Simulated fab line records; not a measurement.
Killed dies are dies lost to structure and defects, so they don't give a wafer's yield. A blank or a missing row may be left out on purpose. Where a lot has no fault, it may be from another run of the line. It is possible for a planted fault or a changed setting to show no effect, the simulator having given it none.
Which of the tools did it? :: flow n5Finfet :: Sampling: 10 lots, 30 wafers, 6 of 1938 route steps

## WHAT EACH GAUGE READ, for each wafer
The record holds no reading of a measuring or inspecting step that can be judged against a usual standard deviation.

## WHAT TOOL EACH LOT RAN ON (gives the tool, then ch and the chambers of the sampled wafers, and finally the start)
lot: L207
N5_BEOL_M10_ETCH_66: rieDiel-05 ch 0,2,3, day 10 19:16
N5_BEOL_M10_VIA_ETCH_34: rieDiel-05 ch 0,2,3, day 10 19:23
N5_BEOL_M10_SURFACE_TREAT_76: pvdSputter-02, day 10 20:50
N5_BEOL_M10_CVD_75: cvdCo-02 ch 1,2, day 10 20:56
N5_BEOL_M10_CMP_52: cmp-01 ch 0,1,2, day 10 21:49
N5_PASSIVATION_PROBE_49: -

lot: L208
N5_BEOL_M10_ETCH_66: rieDiel-02 ch 0,1,2, day 11 07:33
N5_BEOL_M10_VIA_ETCH_34: rieDiel-02 ch 0,1,2, day 11 07:40
N5_BEOL_M10_SURFACE_TREAT_76: pvdSputter-03, day 11 09:45
N5_BEOL_M10_CVD_75: cvdCo-02 ch 0,2, day 11 09:52
N5_BEOL_M10_CMP_52: cmp-02 ch 0,1,2, day 11 10:42
N5_PASSIVATION_PROBE_49: -

lot: L216
N5_BEOL_M10_ETCH_66: rieDiel-01 ch 0,1,2, day 12 17:47
N5_BEOL_M10_VIA_ETCH_34: rieDiel-01 ch 0,1,2, day 12 17:55
N5_BEOL_M10_SURFACE_TREAT_76: pvdSputter-02, day 12 19:20
N5_BEOL_M10_CVD_75: cvdCo-02 ch 0,1,2, day 12 19:28
N5_BEOL_M10_CMP_52: cmp-01 ch 0,1, day 12 20:23
N5_PASSIVATION_PROBE_49: prober-02, day 14 17:06

lot: L215
N5_BEOL_M10_ETCH_66: rieDiel-05 ch 1,2, day 13 00:12
N5_BEOL_M10_VIA_ETCH_34: rieDiel-05 ch 1,2, day 13 00:20
N5_BEOL_M10_SURFACE_TREAT_76: pvdSputter-02, day 13 03:04
N5_BEOL_M10_CVD_75: cvdCo-02 ch 0,1, day 13 03:08
N5_BEOL_M10_CMP_52: cmp-02 ch 1,2,3, day 13 04:10
N5_PASSIVATION_PROBE_49: prober-02, day 15 02:37

lot: L217
N5_BEOL_M10_ETCH_66: rieDiel-05 ch 0,2,3, day 13 04:47
N5_BEOL_M10_VIA_ETCH_34: rieDiel-05 ch 0,2,3, day 13 04:55
N5_BEOL_M10_SURFACE_TREAT_76: pvdSputter-03, day 13 06:28
N5_BEOL_M10_CVD_75: cvdCo-02 ch 0,1,2, day 13 06:38
N5_BEOL_M10_CMP_52: cmp-02 ch 2,3, day 13 07:30
N5_PASSIVATION_PROBE_49: -

lot: L222
N5_BEOL_M10_ETCH_66: rieDiel-02 ch 0,1, day 14 05:15
N5_BEOL_M10_VIA_ETCH_34: rieDiel-02 ch 0,1, day 14 05:22
N5_BEOL_M10_SURFACE_TREAT_76: pvdSputter-03, day 14 08:59
N5_BEOL_M10_CVD_75: cvdCo-01 ch 0,1, day 14 09:07
N5_BEOL_M10_CMP_52: cmp-01 ch 0,2, day 14 10:20
N5_PASSIVATION_PROBE_49: -

lot: L224
N5_BEOL_M10_ETCH_66: rieDiel-01 ch 0,1,3, day 14 15:31
N5_BEOL_M10_VIA_ETCH_34: rieDiel-01 ch 0,1,3, day 14 15:38
N5_BEOL_M10_SURFACE_TREAT_76: pvdSputter-03, day 14 17:50
N5_BEOL_M10_CVD_75: cvdCo-02 ch 0,2, day 14 17:54
N5_BEOL_M10_CMP_52: cmp-01 ch 0,2,3, day 14 18:36
N5_PASSIVATION_PROBE_49: prober-01, day 16 20:31

lot: L226
N5_BEOL_M10_ETCH_66: rieDiel-02 ch 0,1,3, day 15 20:38
N5_BEOL_M10_VIA_ETCH_34: rieDiel-02 ch 0,1,3, day 15 20:46
N5_BEOL_M10_SURFACE_TREAT_76: pvdSputter-03, day 15 22:29
N5_BEOL_M10_CVD_75: cvdCo-02 ch 0,1, day 15 22:46
N5_BEOL_M10_CMP_52: cmp-03 ch 1,2, day 15 23:37
N5_PASSIVATION_PROBE_49: -

lot: L230
N5_BEOL_M10_ETCH_66: rieDiel-01 ch 0,3, day 15 23:33
N5_BEOL_M10_VIA_ETCH_34: rieDiel-01 ch 0,3, day 15 23:41
N5_BEOL_M10_SURFACE_TREAT_76: pvdSputter-03, day 16 01:24
N5_BEOL_M10_CVD_75: cvdCo-02 ch 0,1,2, day 16 01:31
N5_BEOL_M10_CMP_52: cmp-02 ch 1,2, day 16 02:07
N5_PASSIVATION_PROBE_49: -

lot: L229
N5_BEOL_M10_ETCH_66: rieDiel-02 ch 0,2,3, day 16 15:38
N5_BEOL_M10_VIA_ETCH_34: rieDiel-02 ch 0,2,3, day 16 15:46
N5_BEOL_M10_SURFACE_TREAT_76: pvdSputter-03, day 16 17:44
N5_BEOL_M10_CVD_75: cvdCo-02 ch 0,1, day 16 17:50
N5_BEOL_M10_CMP_52: cmp-02 ch 2,3, day 16 18:45
N5_PASSIVATION_PROBE_49: prober-01, day 18 19:07
- N5_BEOL_M10_ETCH_66: etches SOC in N2/H2, target depth 120 nm, overetch 24 nm, time 180 s.
- N5_BEOL_M10_VIA_ETCH_34: etches SiCOH lowk in C4F6/O2, target depth 184.5 nm, time 69.2 s.
- N5_BEOL_M10_SURFACE_TREAT_76
- N5_BEOL_M10_CVD_75: deposits Co from CCTBA/H2, target thk 2 nm, time 138.9 s.
- N5_BEOL_M10_CMP_52: polishes, stops on SiCOH lowk, t overpolish 7 s, target thk 140 nm.
- N5_PASSIVATION_PROBE_49

## WHAT THE TOOLS THEMSELVES READ (means of the sampled wafers that have a number; where no wafer has one, the mark that the record gives instead)
N5_BEOL_M10_ETCH_66.
lot: L207
tool: rieDiel-05
drypumpMotorCurrentA (A): 5.6
oesProductAu (a.u.): 0.57
rfVppV (V): 521.5
showerheadPlenumPTorr (Torr): 2.45
throttleValvePct (%): 17.87

lot: L208
tool: rieDiel-02
drypumpMotorCurrentA (A): 6.1
oesProductAu (a.u.): 0.73
rfVppV (V): 524.7
showerheadPlenumPTorr (Torr): 2.59
throttleValvePct (%): 17.86

lot: L216
tool: rieDiel-01
drypumpMotorCurrentA (A): 5.5
oesProductAu (a.u.): 0.58
rfVppV (V): 523.0
showerheadPlenumPTorr (Torr): 2.48
throttleValvePct (%): 18.17

lot: L215
tool: rieDiel-05
drypumpMotorCurrentA (A): 5.1
oesProductAu (a.u.): 0.59
rfVppV (V): 520.8
showerheadPlenumPTorr (Torr): 2.43
throttleValvePct (%): 17.69

lot: L217
tool: rieDiel-05
drypumpMotorCurrentA (A): 5.5
oesProductAu (a.u.): 0.64
rfVppV (V): 520.6
showerheadPlenumPTorr (Torr): 2.44
throttleValvePct (%): 17.76

lot: L222
tool: rieDiel-02
drypumpMotorCurrentA (A): 5.9
oesProductAu (a.u.): 0.68
rfVppV (V): 524.0
showerheadPlenumPTorr (Torr): 2.54
throttleValvePct (%): 17.89

lot: L224
tool: rieDiel-01
drypumpMotorCurrentA (A): 5.8
oesProductAu (a.u.): 0.58
rfVppV (V): 522.9
showerheadPlenumPTorr (Torr): 2.52
throttleValvePct (%): 18.20

lot: L226
tool: rieDiel-02
drypumpMotorCurrentA (A): 5.7
oesProductAu (a.u.): 0.67
rfVppV (V): 524.5
showerheadPlenumPTorr (Torr): 2.57
throttleValvePct (%): 17.89

lot: L230
tool: rieDiel-01
drypumpMotorCurrentA (A): 5.9
oesProductAu (a.u.): 0.65
rfVppV (V): 524.6
showerheadPlenumPTorr (Torr): 2.58
throttleValvePct (%): 17.97

lot: L229
tool: rieDiel-02
drypumpMotorCurrentA (A): 6.0
oesProductAu (a.u.): 0.70
rfVppV (V): 523.3
showerheadPlenumPTorr (Torr): 2.54
throttleValvePct (%): 17.79

N5_BEOL_M10_VIA_ETCH_34.
lot: L207
tool: rieDiel-05
drypumpMotorCurrentA (A): 5.5
oesProductAu (a.u.): 0.70
rfVppV (V): 665
showerheadPlenumPTorr (Torr): 2.74
throttleValvePct (%): 20.91

lot: L208
tool: rieDiel-02
drypumpMotorCurrentA (A): 6.1
oesProductAu (a.u.): 0.90
rfVppV (V): 668
showerheadPlenumPTorr (Torr): 2.89
throttleValvePct (%): 20.96

lot: L216
tool: rieDiel-01
drypumpMotorCurrentA (A): 5.5
oesProductAu (a.u.): 0.72
rfVppV (V): 667
showerheadPlenumPTorr (Torr): 2.79
throttleValvePct (%): 21.19

lot: L215
tool: rieDiel-05
drypumpMotorCurrentA (A): 5.2
oesProductAu (a.u.): 0.73
rfVppV (V): 664
showerheadPlenumPTorr (Torr): 2.71
throttleValvePct (%): 20.70

lot: L217
tool: rieDiel-05
drypumpMotorCurrentA (A): 5.6
oesProductAu (a.u.): 0.79
rfVppV (V): 666
showerheadPlenumPTorr (Torr): 2.73
throttleValvePct (%): 20.82

lot: L222
tool: rieDiel-02
drypumpMotorCurrentA (A): 5.9
oesProductAu (a.u.): 0.85
rfVppV (V): 673
showerheadPlenumPTorr (Torr): 2.83
throttleValvePct (%): 20.99

lot: L224
tool: rieDiel-01
drypumpMotorCurrentA (A): 5.7
oesProductAu (a.u.): 0.71
rfVppV (V): 670
showerheadPlenumPTorr (Torr): 2.82
throttleValvePct (%): 21.26

lot: L226
tool: rieDiel-02
drypumpMotorCurrentA (A): 5.7
oesProductAu (a.u.): 0.84
rfVppV (V): 670
showerheadPlenumPTorr (Torr): 2.87
throttleValvePct (%): 20.99

lot: L230
tool: rieDiel-01
drypumpMotorCurrentA (A): 5.9
oesProductAu (a.u.): 0.80
rfVppV (V): 673
showerheadPlenumPTorr (Torr): 2.89
throttleValvePct (%): 21.10

lot: L229
tool: rieDiel-02
drypumpMotorCurrentA (A): 6.0
oesProductAu (a.u.): 0.86
rfVppV (V): 667
showerheadPlenumPTorr (Torr): 2.84
throttleValvePct (%): 20.92

N5_BEOL_M10_CMP_52.
lot: L207
tool: cmp-01
barrierFieldEndpointS (s): 29.1
edgeZonePressureFrac: 1.003
motorCurrentA (A): 5.8
overpolishRunS (s): 6.999
padLifeWafers: 1771
slurryFlowMlMin: 150.3
timeToEndpointS (s): 69.0

lot: L208
tool: cmp-02
barrierFieldEndpointS (s): 28.4
edgeZonePressureFrac: 1.000
motorCurrentA (A): 6.7
overpolishRunS (s): 6.986
padLifeWafers: 236
slurryFlowMlMin: 149.9
timeToEndpointS (s): 67.6

lot: L216
tool: cmp-01
barrierFieldEndpointS (s): 31.8
edgeZonePressureFrac: 1.002
motorCurrentA (A): 6.0
overpolishRunS (s): 6.996
padLifeWafers: 34
slurryFlowMlMin: 150.5
timeToEndpointS (s): 67.9

lot: L215
tool: cmp-02
barrierFieldEndpointS (s): 31.6
edgeZonePressureFrac: 0.995
motorCurrentA (A): 6.6
overpolishRunS (s): 6.998
padLifeWafers: 552
slurryFlowMlMin: 150.4
timeToEndpointS (s): 66.9

lot: L217
tool: cmp-02
barrierFieldEndpointS (s): 29.1
edgeZonePressureFrac: 0.999
motorCurrentA (A): 6.4
overpolishRunS (s): 7.005
padLifeWafers: 589
slurryFlowMlMin: 150.2
timeToEndpointS (s): 66.3

lot: L222
tool: cmp-01
barrierFieldEndpointS (s): 32.4
edgeZonePressureFrac: 0.999
motorCurrentA (A): 5.3
overpolishRunS (s): 6.999
padLifeWafers: 335
slurryFlowMlMin: 149.6
timeToEndpointS (s): 68.3

lot: L224
tool: cmp-01
barrierFieldEndpointS (s): 28.7
edgeZonePressureFrac: 1.000
motorCurrentA (A): 5.3
overpolishRunS (s): 7.001
padLifeWafers: 397
slurryFlowMlMin: 149.8
timeToEndpointS (s): 66.4

lot: L226
tool: cmp-03
barrierFieldEndpointS (s): 28.2
edgeZonePressureFrac: 1.002
motorCurrentA (A): 5.9
overpolishRunS (s): 7.000
padLifeWafers: 1926
slurryFlowMlMin: 149.5
timeToEndpointS (s): 62.5

lot: L230
tool: cmp-02
barrierFieldEndpointS (s): 29.6
edgeZonePressureFrac: 1.005
motorCurrentA (A): 6.8
overpolishRunS (s): 7.007
padLifeWafers: 1152
slurryFlowMlMin: 149.9
timeToEndpointS (s): 64.1

lot: L229
tool: cmp-02
barrierFieldEndpointS (s): 29.8
edgeZonePressureFrac: 1.000
motorCurrentA (A): 6.4
overpolishRunS (s): 6.997
padLifeWafers: 1328
slurryFlowMlMin: 149.6
timeToEndpointS (s): 64.9

N5_PASSIVATION_PROBE_49.
lot: L216
tool: prober-02
defectLimitedYield (%): 91.8
killed_at_M0_to_M3: 30
killed_at_M4_up: 14
killedAtContacts: 12
killedAtFrontEnd: 40
killedAtOther: 1.0
killedDies: 97
killedOpen: 69
killedShort: 28
sort_bin_5_function (%): 5.0
sort_bin_6_memory (%): 3.0
sortNPass: 1083
sortYieldPct (%): 91.8

lot: L215
tool: prober-02
defectLimitedYield (%): 91.6
killed_at_M0_to_M3: 39
killed_at_M4_up: 14
killedAtContacts: 8
killedAtFrontEnd: 35
killedAtOther: 3.7
killedDies: 99
killedOpen: 68
killedShort: 30
sort_bin_5_function (%): 5.0
sort_bin_6_memory (%): 3.0
sortNPass: 1081
sortYieldPct (%): 91.6

lot: L224
tool: prober-01
defectLimitedYield (%): 92.0
killed_at_M0_to_M3: 26
killed_at_M4_up: 9
killedAtContacts: 20
killedAtFrontEnd: 34
killedAtOther: 4.7
killedDies: 95
killedOpen: 65
killedShort: 30
sort_bin_5_function (%): 4.9
sort_bin_6_memory (%): 2.9
sortNPass: 1085
sortYieldPct (%): 92.0

lot: L229
tool: prober-01
defectLimitedYield (%): 91.0
killed_at_M0_to_M3: 39
killed_at_M4_up: 16
killedAtContacts: 7
killedAtFrontEnd: 37
killedAtOther: 7.0
killedDies: 106
killedOpen: 66
killedShort: 39
sort_bin_5_function (%): 5.3
sort_bin_6_memory (%): 3.1
sortNPass: 1074
sortYieldPct (%): 91.0

## THE ANSWER, worked out from the rows above alone
Rule: what is usual is taken from the lots themselves. The widest of any qualifying gaps counts: lots, ordered by their means at a reading, are off when they make up no more than a third of the lots, leave a main group of 4 or more, and stand apart from it by 3 or more times the standard deviation of that group's means. A main group whose means are all the same, to the digits that the tables above print for the reading, isn't used. Also off: a lot with no number at a reading for which 4 or more lots have one. All remaining lots with rows at the step are treated as sound. Order of review: gauges by route order, followed by the tools' own readings, for which a lot's mean as printed above is used. The first step at which some lot is off is used, and at that step the reading that is off furthest; a lot without a number counts as furthest.
Off: L216, L215, L222, at N5_BEOL_M10_CMP_52 (barrierFieldEndpointS). Main group: mean 29.0 s, sd 0.55.
If a tool, at that step or one of the process steps before it, ran each lot that is off and ran no sound lot following the first of them, it fits. None of those tried fits.

## WHAT THE SIMULATOR HAD PUT IN
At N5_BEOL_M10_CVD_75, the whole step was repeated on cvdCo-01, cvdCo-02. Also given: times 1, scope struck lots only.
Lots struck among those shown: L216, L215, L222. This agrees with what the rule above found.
